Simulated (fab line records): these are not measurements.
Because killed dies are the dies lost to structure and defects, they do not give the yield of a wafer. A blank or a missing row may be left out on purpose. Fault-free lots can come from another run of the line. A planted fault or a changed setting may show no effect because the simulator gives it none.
fab line records :: flow nand_harc
[record]
  lots = 6
  wafers = 18
  last_day = 33
route steps=1302 shown P_GATE@185
lots untouched by any fault: they come from a run of this same line in which no faults occurred
start_h: hours from the record's first day to the start of the lot's first wafer shown :: wait_h: time in hours since the lot's previous step :: " identical to the entry in the row above :: L1.1+2: several wafers, shown together as one row :: - no value present, or no start provided :: * or withheld: withheld :: < > ~ a bound
route shown NAME@n: NAME is a module with steps in the file, n the number in the route of the first one :: usual: mean/standard deviation taken from wafers without a fault :: same: alike in all rows :: chamber/n: place in a boat :: sites: readings site by site :: _std_site: how widely they spread, as a standard deviation :: _edge_site: the outer-site mean with the inner-site mean subtracted :: radius_mm: how far each site lies from the wafer's centre :: mask NAME#n: copy n :: behind: the most recent tool/chamber to have shaped the wafer :: hold: what put the lot on hold/how long, in hours/how the hold closed :: device: the transistor (n, p or np) that didn't switch :: end of line: at the end of the route, the tests of the same wafers :: a step with no rows: only its recipe :: killed: dies that structure and defects cost at the first sort, which is not the same as the wafer's yield :: map: per-die view of a wafer (x killed, . not killed, _ where there is no die)
set.NAME: the setting that was run; set.NAME@STEP: the one run at that earlier step :: model.NAME: the simulator's own value behind a step, which no gauge read
a table for each step, a row for each wafer; lots at some steps of the route
services: when a tool's chamber went out of use (start_h, in hours from the record's first day, below 0 if earlier), for how many hours, and the reason
[[steps]]
[step NHARC_P_GATE_CD_MEAS_59]
[recipe]
  target_cd_nm = 720
  landing_energy_ev = 500
[usual]
  cd_nm = 719.8/1.2
lot.wafer: L334.1
tool: cd_sem-02
chamber: 0
start_h: 92.70
wait_h: -
cd_nm: 719.4

lot.wafer: L334.2
tool: cd_sem-02
chamber: 0
start_h: 92.70
wait_h: -
cd_nm: 719.9

lot.wafer: L334.6
tool: cd_sem-02
chamber: 0
start_h: 92.70
wait_h: -
cd_nm: 718.6

lot.wafer: L337.1
tool: cd_sem-01
chamber: 0
start_h: 110.79
wait_h: -
cd_nm: 719.1

lot.wafer: L337.2
tool: cd_sem-01
chamber: 0
start_h: 110.79
wait_h: -
cd_nm: 720.1

lot.wafer: L337.4
tool: cd_sem-01
chamber: 0
start_h: 110.79
wait_h: -
cd_nm: 721.5

lot.wafer: L346.3
tool: cd_sem-03
chamber: 0
start_h: 202.45
wait_h: -
cd_nm: 718.2

lot.wafer: L346.4
tool: cd_sem-03
chamber: 0
start_h: 202.45
wait_h: -
cd_nm: 717.1

lot.wafer: L346.5
tool: cd_sem-03
chamber: 0
start_h: 202.45
wait_h: -
cd_nm: 715.8

lot.wafer: L348.1
tool: cd_sem-02
chamber: 0
start_h: 232.33
wait_h: -
cd_nm: 720.5

lot.wafer: L348.2
tool: cd_sem-02
chamber: 0
start_h: 232.33
wait_h: -
cd_nm: 719.7

lot.wafer: L348.6
tool: cd_sem-02
chamber: 0
start_h: 232.33
wait_h: -
cd_nm: 717.8

lot.wafer: L352.3
tool: cd_sem-03
chamber: 0
start_h: 270.35
wait_h: -
cd_nm: 719.4

lot.wafer: L352.4
tool: cd_sem-03
chamber: 0
start_h: 270.35
wait_h: -
cd_nm: 720.9

lot.wafer: L352.6
tool: cd_sem-03
chamber: 0
start_h: 270.35
wait_h: -
cd_nm: 719.4

lot.wafer: L357.2
tool: cd_sem-01
chamber: 0
start_h: 312.83
wait_h: -
cd_nm: 719.6

lot.wafer: L357.4
tool: cd_sem-01
chamber: 0
start_h: 312.83
wait_h: -
cd_nm: 719.5

lot.wafer: L357.5
tool: cd_sem-01
chamber: 0
start_h: 312.83
wait_h: -
cd_nm: 718.5
[step NHARC_P_GATE_HARDBAKE_60]
[recipe]
  temp_c = 125
  time_s = 80
[step NHARC_P_GATE_DESCUM_61]
[recipe]
  time_s = 3
  o2_flow_sccm = 200
  ar_flow_sccm = 0
  bias_power_w = 0
  chemistry = O2
[usual]
  drypump_motor_current_A = 5.9/0.43
  oes_product_au = 1.001/0.0074
  rf_vpp_V = 57.9/0.86
  showerhead_plenum_p_Torr = 1.94/0.068
  throttle_valve_pct = 11.311/0.008
lot.wafer: L334.2
tool: rie_diel-06
chamber: 0
start_h: 92.88
wait_h: -
drypump_motor_current_A: 5.8
oes_product_au: 1.000
rf_hours_counter_h: 8.1
rf_vpp_V: 57.4
showerhead_plenum_p_Torr: 1.92
throttle_valve_pct: 11.305

lot.wafer: L334.1
tool: rie_diel-06
chamber: 1
start_h: 92.88
wait_h: -
drypump_motor_current_A: 5.4
oes_product_au: 1.004
rf_hours_counter_h: 7.6
rf_vpp_V: 58.8
showerhead_plenum_p_Torr: 1.99
throttle_valve_pct: 11.306

lot.wafer: L334.6
tool: rie_diel-06
chamber: 3
start_h: 92.88
wait_h: -
drypump_motor_current_A: 5.6
oes_product_au: 1.004
rf_hours_counter_h: -
rf_vpp_V: 57.2
showerhead_plenum_p_Torr: 1.96
throttle_valve_pct: 11.315

lot.wafer: L337.2
tool: rie_diel-10
chamber: 3
start_h: 110.95
wait_h: -
drypump_motor_current_A: 5.7
oes_product_au: 0.995
rf_hours_counter_h: 3.3
rf_vpp_V: 58.4
showerhead_plenum_p_Torr: 2.06
throttle_valve_pct: 11.299

lot.wafer: L337.1
tool: rie_diel-10
chamber: 1
start_h: 110.95
wait_h: -
drypump_motor_current_A: 5.0
oes_product_au: 0.992
rf_hours_counter_h: 4.2
rf_vpp_V: 57.1
showerhead_plenum_p_Torr: 1.90
throttle_valve_pct: 11.325

lot.wafer: L337.4
tool: rie_diel-10
chamber: 2
start_h: 110.95
wait_h: -
drypump_motor_current_A: 6.1
oes_product_au: 0.999
rf_hours_counter_h: 3.8
rf_vpp_V: 57.1
showerhead_plenum_p_Torr: 1.83
throttle_valve_pct: 11.325

lot.wafer: L346.4
tool: rie_diel-12
chamber: 0
start_h: 202.60
wait_h: -
drypump_motor_current_A: 6.7
oes_product_au: 1.005
rf_hours_counter_h: 5.9
rf_vpp_V: 56.7
showerhead_plenum_p_Torr: 1.87
throttle_valve_pct: 11.308

lot.wafer: L346.3
tool: rie_diel-12
chamber: 1
start_h: 202.60
wait_h: -
drypump_motor_current_A: 5.6
oes_product_au: 1.011
rf_hours_counter_h: 5.2
rf_vpp_V: 58.9
showerhead_plenum_p_Torr: 1.86
throttle_valve_pct: 11.313

lot.wafer: L346.5
tool: rie_diel-12
chamber: 0
start_h: 202.60
wait_h: -
drypump_motor_current_A: 6.7
oes_product_au: 1.009
rf_hours_counter_h: -
rf_vpp_V: 57.3
showerhead_plenum_p_Torr: 1.87
throttle_valve_pct: 11.312

lot.wafer: L348.2
tool: rie_diel-10
chamber: 3
start_h: 232.49
wait_h: -
drypump_motor_current_A: 5.7
oes_product_au: 0.993
rf_hours_counter_h: 0.0
rf_vpp_V: 58.0
showerhead_plenum_p_Torr: 2.05
throttle_valve_pct: 11.307

lot.wafer: L348.1
tool: rie_diel-10
chamber: 2
start_h: 232.49
wait_h: -
drypump_motor_current_A: 6.1
oes_product_au: 0.999
rf_hours_counter_h: 0.0
rf_vpp_V: 58.2
showerhead_plenum_p_Torr: 1.83
throttle_valve_pct: 11.311

lot.wafer: L348.6
tool: rie_diel-10
chamber: 0
start_h: 232.49
wait_h: -
drypump_motor_current_A: 6.2
oes_product_au: 0.995
rf_hours_counter_h: -
rf_vpp_V: 59.6
showerhead_plenum_p_Torr: 2.02
throttle_valve_pct: 11.317

lot.wafer: L352.3
tool: rie_diel-06
chamber: 0
start_h: 270.51
wait_h: -
drypump_motor_current_A: 5.7
oes_product_au: 0.997
rf_hours_counter_h: 10.5
rf_vpp_V: 58.5
showerhead_plenum_p_Torr: 1.91
throttle_valve_pct: 11.305

lot.wafer: L352.4
tool: rie_diel-06
chamber: 2
start_h: 270.51
wait_h: -
drypump_motor_current_A: 6.4
oes_product_au: 1.024
rf_hours_counter_h: 9.3
rf_vpp_V: 58.2
showerhead_plenum_p_Torr: 2.05
throttle_valve_pct: 11.311

lot.wafer: L352.6
tool: rie_diel-06
chamber: 0
start_h: 270.51
wait_h: -
drypump_motor_current_A: 5.7
oes_product_au: 1.000
rf_hours_counter_h: -
rf_vpp_V: 57.6
showerhead_plenum_p_Torr: 1.91
throttle_valve_pct: 11.308

lot.wafer: L357.4
tool: rie_diel-12
chamber: 0
start_h: 313.02
wait_h: -
drypump_motor_current_A: 6.6
oes_product_au: 0.986
rf_hours_counter_h: 3.1
rf_vpp_V: 57.7
showerhead_plenum_p_Torr: 1.87
throttle_valve_pct: 11.318

lot.wafer: L357.2
tool: rie_diel-12
chamber: 1
start_h: 313.02
wait_h: -
drypump_motor_current_A: 5.7
oes_product_au: 1.004
rf_hours_counter_h: 3.5
rf_vpp_V: 57.4
showerhead_plenum_p_Torr: 1.86
throttle_valve_pct: 11.315

lot.wafer: L357.5
tool: rie_diel-12
chamber: 2
start_h: 313.02
wait_h: -
drypump_motor_current_A: 5.8
oes_product_au: 0.982
rf_hours_counter_h: -
rf_vpp_V: 58.7
showerhead_plenum_p_Torr: 1.96
throttle_valve_pct: 11.321
[step NHARC_P_GATE_IMPLANT_62]
[recipe]
  energy_kev = 20
  dose_cm2 = 3e+15
  tilt_deg = 7
[step NHARC_P_GATE_STRIP_112]
[recipe]
  power_w = 1500
  temp_c = 110
  time_s = 200
  chemistry = N2/H2
[usual]
  drypump_motor_current_A = 5.9/0.37
  heater_power_w = 83/3.1
lot.wafer: L334.2
tool: plasma_asher-01
chamber: 1
start_h: 93.23
wait_h: 0.2
drypump_motor_current_A: 6.1
heater_power_w: 88
rf_hours_counter_h: 26

lot.wafer: L334.1
tool: plasma_asher-01
chamber: 0
start_h: 93.23
wait_h: 0.2
drypump_motor_current_A: 5.4
heater_power_w: 79
rf_hours_counter_h: 26

lot.wafer: L334.6
tool: plasma_asher-01
chamber: 1
start_h: 93.23
wait_h: 0.2
drypump_motor_current_A: 6.1
heater_power_w: 85
rf_hours_counter_h: -

lot.wafer: L337.2
tool: plasma_asher-02
chamber: 0
start_h: 111.32
wait_h: 0.2
drypump_motor_current_A: 6.2
heater_power_w: 83
rf_hours_counter_h: 9

lot.wafer: L337.1
tool: plasma_asher-02
chamber: 1
start_h: 111.32
wait_h: 0.2
drypump_motor_current_A: 6.2
heater_power_w: 86
rf_hours_counter_h: 9

lot.wafer: L337.4
tool: plasma_asher-02
chamber: 0
start_h: 111.32
wait_h: 0.2
drypump_motor_current_A: 6.2
heater_power_w: 82
rf_hours_counter_h: -

lot.wafer: L346.4
tool: plasma_asher-01
chamber: 0
start_h: 203.05
wait_h: 0.2
drypump_motor_current_A: 5.4
heater_power_w: 80
rf_hours_counter_h: -

lot.wafer: L346.3
tool: plasma_asher-01
chamber: 1
start_h: 203.05
wait_h: 0.2
drypump_motor_current_A: 6.1
heater_power_w: 86
rf_hours_counter_h: -

lot.wafer: L346.5
tool: plasma_asher-01
chamber: 1
start_h: 203.05
wait_h: 0.2
drypump_motor_current_A: 6.1
heater_power_w: 85
rf_hours_counter_h: -

lot.wafer: L348.1
tool: plasma_asher-01
chamber: 1
start_h: 232.96
wait_h: 0.3
drypump_motor_current_A: 6.1
heater_power_w: 85
rf_hours_counter_h: 16

lot.wafer: L348.2
tool: plasma_asher-01
chamber: 0
start_h: 232.96
wait_h: 0.3
drypump_motor_current_A: 5.4
heater_power_w: 80
rf_hours_counter_h: 16

lot.wafer: L348.6
tool: plasma_asher-01
chamber: 1
start_h: 232.96
wait_h: 0.3
drypump_motor_current_A: 6.1
heater_power_w: 85
rf_hours_counter_h: -

lot.wafer: L352.4
tool: plasma_asher-01
chamber: 0
start_h: 270.96
wait_h: 0.2
drypump_motor_current_A: 5.4
heater_power_w: 79
rf_hours_counter_h: -

lot.wafer: L352.3
tool: plasma_asher-01
chamber: 1
start_h: 270.96
wait_h: 0.2
drypump_motor_current_A: 6.1
heater_power_w: 84
rf_hours_counter_h: -

lot.wafer: L352.6
tool: plasma_asher-01
chamber: 0
start_h: 270.96
wait_h: 0.2
drypump_motor_current_A: 5.4
heater_power_w: 80
rf_hours_counter_h: -

lot.wafer: L357.2
tool: plasma_asher-01
chamber: 1
start_h: 313.36
wait_h: 0.2
drypump_motor_current_A: 6.1
heater_power_w: 85
rf_hours_counter_h: 35

lot.wafer: L357.4
tool: plasma_asher-01
chamber: 1
start_h: 313.36
wait_h: 0.2
drypump_motor_current_A: 6.1
heater_power_w: 86
rf_hours_counter_h: -

lot.wafer: L357.5
tool: plasma_asher-01
chamber: 0
start_h: 313.36
wait_h: 0.2
drypump_motor_current_A: 5.4
heater_power_w: 79
rf_hours_counter_h: -
[step NHARC_P_GATE_STRIP_76]
[recipe]
  power_w = 1500
  temp_c = 250
  chemistry = O2
[usual]
  drypump_motor_current_A = 5.9/0.38
  heater_power_w = 311/12
lot.wafer: L334.2
tool: plasma_asher-01
chamber: 1
start_h: 93.49
wait_h: 0.2
drypump_motor_current_A: 6.1
heater_power_w: 316
rf_hours_counter_h: 27

lot.wafer: L334.1
tool: plasma_asher-01
chamber: 0
start_h: 93.49
wait_h: 0.2
drypump_motor_current_A: 5.4
heater_power_w: 293
rf_hours_counter_h: 27

lot.wafer: L334.6
tool: plasma_asher-01
chamber: 1
start_h: 93.49
wait_h: 0.2
drypump_motor_current_A: 6.1
heater_power_w: 315
rf_hours_counter_h: -

lot.wafer: L337.2
tool: plasma_asher-02
chamber: 0
start_h: 111.57
wait_h: 0.2
drypump_motor_current_A: 6.2
heater_power_w: 311
rf_hours_counter_h: 9

lot.wafer: L337.1
tool: plasma_asher-02
chamber: 1
start_h: 111.57
wait_h: 0.2
drypump_motor_current_A: 6.2
heater_power_w: 319
rf_hours_counter_h: 9

lot.wafer: L337.4
tool: plasma_asher-02
chamber: 0
start_h: 111.57
wait_h: 0.2
drypump_motor_current_A: 6.3
heater_power_w: 308
rf_hours_counter_h: -

lot.wafer: L346.4
tool: plasma_asher-01
chamber: 0
start_h: 203.25
wait_h: 0.2
drypump_motor_current_A: 5.4
heater_power_w: 304
rf_hours_counter_h: -

lot.wafer: L346.3
tool: plasma_asher-01
chamber: 1
start_h: 203.25
wait_h: 0.2
drypump_motor_current_A: 6.1
heater_power_w: 328
rf_hours_counter_h: -

lot.wafer: L346.5
tool: plasma_asher-01
chamber: 1
start_h: 203.25
wait_h: 0.2
drypump_motor_current_A: 6.1
heater_power_w: 315
rf_hours_counter_h: -

lot.wafer: L348.1
tool: plasma_asher-01
chamber: 1
start_h: 233.22
wait_h: 0.2
drypump_motor_current_A: 6.1
heater_power_w: 316
rf_hours_counter_h: 17

lot.wafer: L348.2
tool: plasma_asher-01
chamber: 0
start_h: 233.22
wait_h: 0.2
drypump_motor_current_A: 5.4
heater_power_w: 308
rf_hours_counter_h: 17

lot.wafer: L348.6
tool: plasma_asher-01
chamber: 1
start_h: 233.22
wait_h: 0.2
drypump_motor_current_A: 6.1
heater_power_w: 326
rf_hours_counter_h: -

lot.wafer: L352.4
tool: plasma_asher-01
chamber: 0
start_h: 271.16
wait_h: 0.2
drypump_motor_current_A: 5.4
heater_power_w: 303
rf_hours_counter_h: -

lot.wafer: L352.3
tool: plasma_asher-01
chamber: 1
start_h: 271.16
wait_h: 0.2
drypump_motor_current_A: 6.1
heater_power_w: 325
rf_hours_counter_h: -

lot.wafer: L352.6
tool: plasma_asher-01
chamber: 0
start_h: 271.16
wait_h: 0.2
drypump_motor_current_A: 5.4
heater_power_w: 300
rf_hours_counter_h: -

lot.wafer: L357.2
tool: plasma_asher-01
chamber: 1
start_h: 313.61
wait_h: 0.2
drypump_motor_current_A: 6.1
heater_power_w: 326
rf_hours_counter_h: 36

lot.wafer: L357.4
tool: plasma_asher-01
chamber: 1
start_h: 313.61
wait_h: 0.2
drypump_motor_current_A: 6.1
heater_power_w: 318
rf_hours_counter_h: -

lot.wafer: L357.5
tool: plasma_asher-01
chamber: 0
start_h: 313.61
wait_h: 0.2
drypump_motor_current_A: 5.4
heater_power_w: 304
rf_hours_counter_h: -
[step NHARC_P_GATE_STRIP_63]
[recipe]
  time_s = 900
  temp_c = 130
  chemistry = SPM
[step NHARC_P_GATE_DEHYDRATE_83]
[recipe]
  temp_c = 150
  time_s = 120
[step NHARC_P_GATE_HMDS_84]
[recipe]
  time_s = 30
[step NHARC_P_GATE_COAT_85]
[recipe]
  spin_rpm = 3000
[step NHARC_P_GATE_SOFTBAKE_86]
[recipe]
  temp_c = 122
  time_s = 95
[step NHARC_P_GATE_EBR_87]
[step NHARC_P_GATE_EXPOSE_88]
[recipe]
  na = 0.6
  target_cd_nm = 2000
  dose_mj = 11.87
  mask_id = P_HVN
lot.wafer: L334.1+2+6
tool: krf_scanner-04
chamber: 0
start_h: 94.30
wait_h: -
mask: P_HVN#0
model.P_GATE.overlay_x_nm: 3.109

lot.wafer: L337.1+2+4
tool: krf_scanner-01
chamber: 0
start_h: 112.21
wait_h: -
mask: P_HVN#0
model.P_GATE.overlay_x_nm: -1.435

lot.wafer: L346.3+4+5
tool: krf_scanner-04
chamber: 0
start_h: 204.01
wait_h: -
mask: P_HVN#0
model.P_GATE.overlay_x_nm: -6.648

lot.wafer: L348.1+2+6
tool: krf_scanner-04
chamber: 0
start_h: 233.85
wait_h: -
mask: P_HVN#0
model.P_GATE.overlay_x_nm: -154.1

lot.wafer: L352.3+4+6
tool: krf_scanner-02
chamber: 0
start_h: 271.79
wait_h: -
mask: P_HVN#0
model.P_GATE.overlay_x_nm: 2.708

lot.wafer: L357.2+4+5
tool: krf_scanner-04
chamber: 0
start_h: 314.38
wait_h: -
mask: P_HVN#0
model.P_GATE.overlay_x_nm: -150.6
[step NHARC_P_GATE_PEB_89]
[recipe]
  peb_temp_c = 118
  peb_time_s = 85
[[services]]
tool: krf_scanner-02
chamber: -
start_h: 70.00
hours: 4.0
kind: pm

tool: krf_scanner-04
chamber: -
start_h: 95.24
hours: 0.2
kind: repair

tool: plasma_asher-02
chamber: -
start_h: 99.19
hours: 3.2
kind: repair

tool: krf_scanner-02
chamber: -
start_h: 99.51
hours: 0.5
kind: repair

tool: rie_diel-06
chamber: -
start_h: 106.23
hours: 9.0
kind: pm

tool: krf_scanner-01
chamber: -
start_h: 116.00
hours: 4.0
kind: pm

tool: krf_scanner-04
chamber: -
start_h: 127.05
hours: 2.4
kind: repair

tool: rie_diel-10
chamber: 3
start_h: 133.18
hours: 8.8
kind: repair

tool: krf_scanner-01
chamber: -
start_h: 135.02
hours: 0.9
kind: repair

tool: plasma_asher-01
chamber: -
start_h: 141.75
hours: 9.0
kind: pm

tool: krf_scanner-01
chamber: -
start_h: 150.49
hours: 0.6
kind: repair

tool: krf_scanner-04
chamber: -
start_h: 155.32
hours: 3.2
kind: repair

tool: krf_scanner-04
chamber: -
start_h: 158.54
hours: 4.0
kind: pm

tool: plasma_asher-01
chamber: -
start_h: 193.15
hours: 0.5
kind: repair

tool: rie_diel-10
chamber: -
start_h: 218.81
hours: 9.0
kind: pm

tool: krf_scanner-04
chamber: -
start_h: 223.88
hours: 0.2
kind: repair

tool: plasma_asher-02
chamber: -
start_h: 225.00
hours: 9.0
kind: pm

tool: rie_diel-06
chamber: 0
start_h: 242.11
hours: 5.0
kind: repair

tool: rie_diel-12
chamber: -
start_h: 244.40
hours: 9.0
kind: pm

tool: rie_diel-12
chamber: 0
start_h: 274.54
hours: 6.6
kind: repair

tool: rie_diel-06
chamber: -
start_h: 283.23
hours: 9.0
kind: pm

tool: krf_scanner-04
chamber: -
start_h: 298.81
hours: 0.3
kind: repair

tool: rie_diel-10
chamber: 3
start_h: 307.66
hours: 5.8
kind: repair

tool: rie_diel-06
chamber: 3
start_h: 313.01
hours: 11.1
kind: repair
[[key]]
first_sign none at tools or gauges
[model_effect]
  step = NHARC_P_GATE_EXPOSE_88
  value = P_GATE.overlay_x_nm
  without = 0.5054
  struck = -152.3
met_at NHARC_P_GATE_EXPOSE_88
struck_wafers L348.1,L348.2,L348.6,L357.2,L357.4,L357.5
tester_left_out L348,L357
onset_between 204.01 233.85
[fault]
  kind = scanner_matching_overlay
  tool = krf_scanner-04
  chamber = -
  onset_h = 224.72
  steps = NHARC_P_GATE_EXPOSE_88
  offset = -152.84
// tester_left_out: of these lots the tester's yield and bins aren't shown, on N5 and GAA mostly nor the transistor test; their killed dies are dies lost to structure and defects alone, not to doping, threshold or leakage, so they don't give the yield
